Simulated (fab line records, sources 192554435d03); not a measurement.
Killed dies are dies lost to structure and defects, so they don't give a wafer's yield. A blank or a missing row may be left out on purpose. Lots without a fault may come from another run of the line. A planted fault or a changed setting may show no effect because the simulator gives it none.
fab line records | flow n5_finfet
record lots=9 wafers=27 last_day=19
route steps=1938 shown WELL_APT@48 PMOS_HMC_CHANNEL_EPI@69 BEOL_M4@1111
lots that met no fault: from a run of the same line without faults
start_h: hours from the record's first day to the start of the lot's first wafer shown | wait_h: hours since the lot's step before | " the same as in the row above | L1.1+2: a row that stands for several wafers | - no value, or no start given | * or withheld: withheld | < > ~ a bound
route shown NAME@n: a module of which the file shows steps, and the number in the route of the first | usual: mean/standard deviation of fault-free wafers | same: alike in all rows | chamber/n: place in a boat | sites: the reading at each site | _std_site: their standard deviation | _edge_site: outer sites' mean less inner sites' | radius_mm: how far each site lies from the wafer's centre | mask NAME#n: copy n | behind: the tool/chamber that last shaped the wafer | hold: why the lot was held/for how many hours/how that ended | device: the transistor (n, p or np) that didn't switch | end of line: the same wafers' tests at the end of the route | a step without rows: its recipe alone | killed: dies lost to structure and defects at the first sort, not the wafer's yield | map: a wafer's dies, x killed, . not, _ none there
set.NAME: the setting as run; set.NAME@STEP: as run at that earlier step | model.NAME: the simulator's own value behind a step, which no gauge read
steps of the route over a sample of lots; a table a step, a row a wafer
services: from which hour (start_h, from the record's first day; less than 0 if before it) a tool's chamber was out of use, for how many hours, and why
## steps
# step N5_WELL_APT_IMPLANT_32
# recipe species=BF2 energy_kev=50 dose_cm2=2e+13 tilt_deg=0 rotation_deg=0
# usual beam_energy_keV=50.002/0.015
# columns lot.wafer tool chamber start_h wait_h beam_energy_keV
L781.3 implanter-02 0 21.66 0.1 50.014
L781.5 " 0 " " 50.013
L781.6 " 0 " " 49.990
L785.3 implanter-02 0 45.63 0.1 49.995
L785.4 " 0 " " 50.008
L785.6 " 0 " " 50.010
L787.1 implanter-02 0 57.45 0.1 49.999
L787.2 " 0 " " 49.980
L787.5 " 0 " " 50.005
L788.1 implanter-01 0 63.22 0.1 49.964
L788.3 " 0 " " 50.007
L788.4 " 0 " " 50.016
L793.3 implanter-01 0 93.58 0.1 49.981
L793.5 " 0 " " 49.983
L793.6 " 0 " " 50.029
L798.1 implanter-02 0 123.74 0.1 60.257
L798.2 " 0 " " 60.257
L798.6 " 0 " " 60.250
L800.1 implanter-02 0 135.93 0.1 60.236
L800.3 " 0 " " 60.270
L800.4 " 0 " " 60.270
L801.1 implanter-01 0 141.82 0.1 50.010
L801.2 " 0 " " 50.020
L801.5 " 0 " " 50.007
L803.2 implanter-01 0 153.27 0.1 50.013
L803.5 " 0 " " 49.991
L803.6 " 0 " " 50.021
# step N5_PMOS_HMC_CHANNEL_EPI_ETCH_32
# recipe chemistry=N2/H2 target=BARC stop_on=SiO2 target_depth_a=858 over_etch_frac=0.3 time_s=50.3 ion_energy_ev=200 mask_material=CAR-ArF-block pressure_mtorr=30 source_w=840 bias_w=150 n2_flow_sccm=200 h2_flow_sccm=200
# usual drypump_motor_current_A=6.0/0.42 oes_product_au=0.67/0.057 rf_vpp_V=524.7/2.1 showerhead_plenum_p_Torr=2.57/0.068 throttle_valve_pct=17.88/0.14
# columns lot.wafer tool chamber start_h wait_h drypump_motor_current_A oes_product_au rf_hours_counter_h rf_vpp_V showerhead_plenum_p_Torr throttle_valve_pct
L781.3 rie_diel-04 0 23.55 0.0 5.5 0.80 12 530.1 2.72 17.59
L781.5 " 3 " " 6.5 0.64 - 525.2 2.55 17.82
L781.6 " 0 " " 5.4 0.80 - 529.8 2.71 17.60
L785.3 rie_diel-03 0 47.95 0.0 6.4 0.66 158 522.3 2.53 17.81
L785.4 " 1 " " 6.0 0.59 246 522.8 2.50 18.20
L785.6 " 3 " " 5.6 0.63 - 523.8 2.54 17.90
L787.1 rie_diel-04 2 59.35 0.0 6.6 0.65 169 523.1 2.54 17.87
L787.2 " 0 " " 5.5 0.78 25 526.3 2.71 17.62
L787.5 " 3 " " 6.4 0.63 - 523.6 2.55 17.83
L788.1 rie_diel-03 2 65.56 0.0 5.5 0.64 163 524.0 2.53 17.70
L788.3 " 3 " " 5.6 0.62 167 524.6 2.54 17.92
L788.4 " 0 " " 6.4 0.65 - 524.3 2.53 17.81
L793.3 rie_diel-03 1 95.91 0.0 6.0 0.80 7 523.2 2.50 17.80
L793.5 " 3 " " 5.6 0.62 - 524.9 2.53 17.93
L793.6 " 0 " " 6.4 0.64 - 524.4 2.52 17.84
L798.1 rie_diel-04 2 126.98 0.0 6.5 0.63 189 525.0 2.53 17.90
L798.2 " 0 " " 5.4 0.74 45 527.6 2.70 17.64
L798.6 " 0 " " 5.4 0.75 - 528.0 2.70 17.65
L800.1 rie_diel-03 0 138.34 0.0 6.4 0.63 191 523.9 2.52 17.87
L800.3 " 1 " " 6.0 0.76 23 521.8 2.49 17.80
L800.4 " 1 " " 6.0 0.76 - 521.8 2.49 17.83
L801.1 rie_diel-05 0 144.99 0.0 5.2 0.70 76 522.4 2.57 18.17
L801.2 " 1 " " 5.8 0.63 158 526.0 2.65 17.92
L801.5 " 1 " " 5.8 0.63 - 528.0 2.65 17.91
L803.2 rie_diel-03 3 155.26 0.0 5.6 0.60 201 522.9 2.52 17.98
L803.5 " 1 " " 6.0 0.76 - 521.7 2.49 17.81
L803.6 " 0 " " 6.4 0.63 - 522.6 2.51 17.87
# step N5_PMOS_HMC_CHANNEL_EPI_ETCH_38
# recipe chemistry=CF4 target=SiO2 target_depth_a=15 ion_energy_ev=350 pressure_mtorr=10 icp_w=800 bias_w=400 cf4_flow_sccm=80
# usual drypump_motor_current_A=5.6/0.42 oes_product_au=1.006/0.021 throttle_valve_pct=21.94/0.12
# columns lot.wafer tool chamber start_h wait_h drypump_motor_current_A oes_product_au rf_hours_counter_h throttle_valve_pct
L781.3 rie_si-02 1 23.95 0.0 5.3 0.980 5 21.96
L781.5 " 3 " " 5.5 1.021 - 21.93
L781.6 " 0 " " 6.4 0.991 - 22.06
L785.3 rie_si-04 2 48.35 0.0 5.6 1.018 79 21.86
L785.4 " 0 " " 5.6 1.029 6 21.84
L785.6 " 0 " " 5.6 1.037 - 21.85
L787.1 rie_si-05 3 59.75 0.0 5.3 1.042 103 22.00
L787.2 " 1 " " 6.6 0.991 68 21.70
L787.5 " 3 " " 5.3 1.030 - 21.99
L788.1 rie_si-05 0 65.96 0.0 5.7 0.979 1 22.01
L788.3 " 1 " " 6.5 0.992 68 21.69
L788.4 " 2 " " 5.4 1.018 15 21.95
L793.3 rie_si-05 3 96.53 0.0 5.3 1.020 104 21.98
L793.5 " 3 " " 5.3 1.024 - 21.99
L793.6 " 0 " " 5.7 0.972 - 21.99
L798.1 rie_si-02 1 127.38 0.0 5.3 0.968 8 21.96
L798.2 " 0 " " 6.4 0.993 40 22.07
L798.6 " 0 " " 6.3 0.996 - 22.08
L800.1 rie_si-04 3 138.74 0.0 5.4 0.976 58 22.10
L800.3 " 1 " " 5.2 1.017 140 22.06
L800.4 " 2 " " 5.6 1.015 81 21.87
L801.1 rie_si-04 3 145.39 0.0 5.4 0.989 58 22.13
L801.2 " 0 " " 5.6 1.027 8 21.85
L801.5 " 1 " " 5.1 1.014 - 22.05
L803.2 rie_si-02 3 155.66 0.0 5.5 1.009 1 21.94
L803.5 " 0 " " 6.3 1.007 - 22.07
L803.6 " 1 " " 5.3 0.971 - 21.95
# step N5_PMOS_HMC_CHANNEL_EPI_FIN_RECESS_16
# recipe chemistry=HBr/Cl2 target=Si mask_material=SiO2 target_depth_a=540 time_s=18 pressure_mtorr=10 icp_w=800 bias_w=75 HBr_flow_sccm=150 Cl2_flow_sccm=80
# usual drypump_motor_current_A=5.6/0.42 oes_product_au=1.008/0.019 throttle_valve_pct=35.67/0.18
# columns lot.wafer tool chamber start_h wait_h drypump_motor_current_A oes_product_au rf_hours_counter_h throttle_valve_pct
L781.3 rie_si-02 1 23.97 0.0 5.3 0.995 5 35.65
L781.5 " 3 " " 5.5 1.021 - 35.47
L781.6 " 0 " " 6.4 1.007 - 35.93
L785.3 rie_si-04 2 48.37 0.0 5.6 1.001 79 35.47
L785.4 " 0 " " 5.6 1.034 6 35.56
L785.6 " 0 " " 5.6 1.047 - 35.57
L787.1 rie_si-05 3 59.77 0.0 5.3 1.034 103 35.67
L787.2 " 1 " " 6.6 1.012 68 35.53
L787.5 " 3 " " 5.3 1.023 - 35.66
L788.1 rie_si-05 0 65.98 0.0 5.7 0.977 1 35.77
L788.3 " 1 " " 6.6 0.998 68 35.57
L788.4 " 2 " " 5.4 1.000 15 35.84
L793.3 rie_si-05 3 96.55 0.0 5.3 1.030 104 35.68
L793.5 " 3 " " 5.3 1.028 - 35.69
L793.6 " 0 " " 5.7 0.970 - 35.78
L798.1 rie_si-02 1 127.40 0.0 5.3 0.982 8 35.68
L798.2 " 0 " " 6.3 1.006 40 35.95
L798.6 " 0 " " 6.3 1.000 - 35.94
L800.1 rie_si-04 3 138.76 0.0 5.4 0.989 58 35.77
L800.3 " 1 " " 5.1 1.014 140 35.91
L800.4 " 2 " " 5.6 1.008 81 35.46
L801.1 rie_si-04 3 145.41 0.0 5.4 0.993 58 35.79
L801.2 " 0 " " 5.6 1.041 8 35.56
L801.5 " 1 " " 5.2 1.025 - 35.87
L803.2 rie_si-02 3 155.68 0.0 5.5 1.022 1 35.70
L803.5 " 0 " " 6.4 1.007 - 35.94
L803.6 " 1 " " 5.3 0.983 - 35.67
# step N5_BEOL_M4_RC_MEAS_101
# usual CJ_N=4.35/0.08 DIBL_N=36.1/1.3 DIBL_P=36.1/1.7 IOFF_N=0.154/0.022 IOFF_P=0.201/0.024 ION_N=675/8.9 ION_P=462/5.9 RS_PWELL=3009/26 SS_N=71.5/0.49 SS_P=73.3/0.58 VT_N=250.0/2.7 VT_P=-251.3/2.7
# columns lot.wafer tool chamber start_h wait_h CJ_N DIBL_N[mV/V] DIBL_P[mV/V] IOFF_N[nA/um] IOFF_P[nA/um] ION_N[uA/um] ION_P[uA/um] RS_PWELL[ohm/sq] SS_N[mV/dec] SS_P[mV/dec] VT_N[mV] VT_P[mV]
L781.3 prober-02 0 170.07 0.3 4.37 34.0 33.8 0.133 0.171 662 449 3056 71.7 72.9 250.9 -255.2
L781.5 " 0 " " 4.44 33.7 33.7 0.128 0.170 672 464 3049 71.9 73.1 254.0 -254.0
L781.6 " 0 " " 4.47 33.8 33.5 0.129 0.167 662 456 3030 71.2 72.6 252.7 -255.0
L785.3 prober-01 0 193.75 0.3 4.36 35.5 35.7 0.139 0.213 673 460 3015 72.1 73.3 251.8 -249.5
L785.4 " 0 " " 4.38 35.4 34.5 0.133 0.200 656 459 3023 71.7 72.9 253.1 -248.3
L785.6 " 0 " " 4.34 35.1 34.4 0.133 0.200 663 461 3004 71.3 72.8 249.9 -248.9
L787.1 prober-02 0 212.89 0.0 4.47 36.1 34.8 0.155 0.202 669 464 3017 71.9 72.5 250.6 -253.7
L787.2 " 0 " " 4.48 35.3 33.5 0.148 0.184 682 462 3045 72.0 72.7 249.2 -254.6
L787.5 " 0 " " 4.47 35.4 33.9 0.141 0.189 674 465 3054 71.2 73.1 253.0 -253.1
L788.1 prober-01 0 227.34 0.0 4.31 35.2 35.5 0.131 0.189 672 461 3008 71.0 73.0 251.7 -250.1
L788.3 " 0 " " 4.38 36.0 35.5 0.134 0.192 668 463 2993 71.3 72.4 250.1 -248.9
L788.4 " 0 " " 4.37 36.5 36.9 0.146 0.214 676 465 3012 71.0 73.2 249.3 -249.1
L793.3 prober-01 0 256.60 0.3 4.35 32.9 32.7 0.124 0.164 677 465 2980 71.2 73.2 251.8 -253.6
L793.5 " 0 " " 4.31 33.4 33.6 0.129 0.179 664 458 2999 71.1 73.4 251.4 -254.2
L793.6 " 0 " " 4.31 33.5 32.3 0.119 0.157 671 460 3002 71.3 72.7 255.1 -254.7
L798.1 prober-02 0 284.72 0.0 3.69 36.3 36.7 0.146 0.183 670 455 2843 71.0 73.6 249.9 -252.3
L798.2 " 0 " " 3.69 37.0 36.9 0.148 0.189 668 456 2852 71.8 73.5 252.4 -256.0
L798.6 " 0 " " 3.67 35.3 35.4 0.127 0.162 661 453 2846 70.9 72.5 253.5 -256.0
L800.1 prober-02 0 293.24 0.0 3.62 39.2 38.7 0.215 0.234 695 465 2838 72.2 74.5 246.0 -251.8
L800.3 " 0 " " 3.68 38.8 38.0 0.203 0.228 698 471 2863 71.6 74.8 247.4 -251.2
L800.4 " 0 " " 3.61 36.3 35.9 0.148 0.182 677 458 2848 71.1 73.2 250.2 -255.0
L801.1 prober-01 0 293.85 0.0 4.33 36.3 37.0 0.169 0.199 683 464 3037 71.6 73.0 247.2 -252.2
L801.2 " 0 " " 4.38 36.2 36.7 0.165 0.196 672 453 3041 71.1 73.2 248.2 -250.7
L801.5 " 0 " " 4.34 37.9 38.0 0.194 0.216 690 465 3049 71.3 73.8 245.6 -248.9
L803.2 prober-01 0 322.61 0.2 4.31 35.0 35.5 0.129 0.156 667 456 2993 71.1 73.3 251.5 -255.6
L803.5 " 0 " " 4.28 35.0 36.1 0.136 0.168 678 460 3010 71.8 72.9 249.9 -253.4
L803.6 " 0 " " 4.33 35.9 36.4 0.141 0.169 677 462 2979 72.3 73.3 250.5 -256.6
## services
# columns tool chamber start_h hours kind
rie_diel-04 - -0.26 14.5 repair
rie_si-02 2 37.85 13.4 repair
rie_si-05 3 42.88 5.7 repair
rie_diel-03 1 60.76 - clean
rie_diel-03 1 60.76 - consumable_replace:focus_ring
rie_diel-03 1 60.76 13.9 scheduled_down
rie_diel-03 1 60.76 13.9 vent_cycle
rie_si-02 3 61.05 - clean
rie_si-02 3 61.05 30.1 scheduled_down
rie_si-02 3 61.05 30.1 vent_cycle
implanter-01 - 67.92 2.8 repair
rie_si-04 2 78.74 1.4 repair
rie_diel-03 2 79.31 3.5 repair
rie_diel-03 - 87.04 0.8 repair
rie_si-02 2 89.45 3.8 repair
rie_diel-04 3 95.97 9.2 repair
rie_diel-03 2 97.05 64.8 repair
rie_si-04 - 108.13 15.6 pm
rie_si-05 2 114.82 13.6 repair
rie_si-05 0 132.67 14.3 repair
rie_diel-05 - 140.08 0.4 repair
rie_si-05 1 141.10 22.8 repair
rie_si-02 2 152.67 12.2 repair
## key
first_sign step=N5_WELL_APT_IMPLANT_32 reading=beam_energy_keV direction=up sigmas=99+ usual=50.002 struck=60.256
effect step=N5_BEOL_M4_RC_MEAS_101 reading=CJ_N direction=down sigmas=8.7 usual=4.35 struck=3.66
effect step=N5_BEOL_M4_RC_MEAS_101 reading=RS_PWELL direction=down sigmas=6.2 usual=3009 struck=2848
met_at N5_WELL_APT_IMPLANT_32
struck_lots L798,L800
not_acting_at N5_PMOS_HMC_CHANNEL_EPI_ETCH_32,N5_PMOS_HMC_CHANNEL_EPI_ETCH_38,N5_PMOS_HMC_CHANNEL_EPI_FIN_RECESS_16
onset_between 57.45 123.74
fault kind=process_parameter_drift tool=implanter-02 chamber=- onset_h=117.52 steps=N5_WELL_APT_IMPLANT_32 channel=energy_kev offset=10.274 shape=step end_h=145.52 acts_in=these_recipes_only stated=50
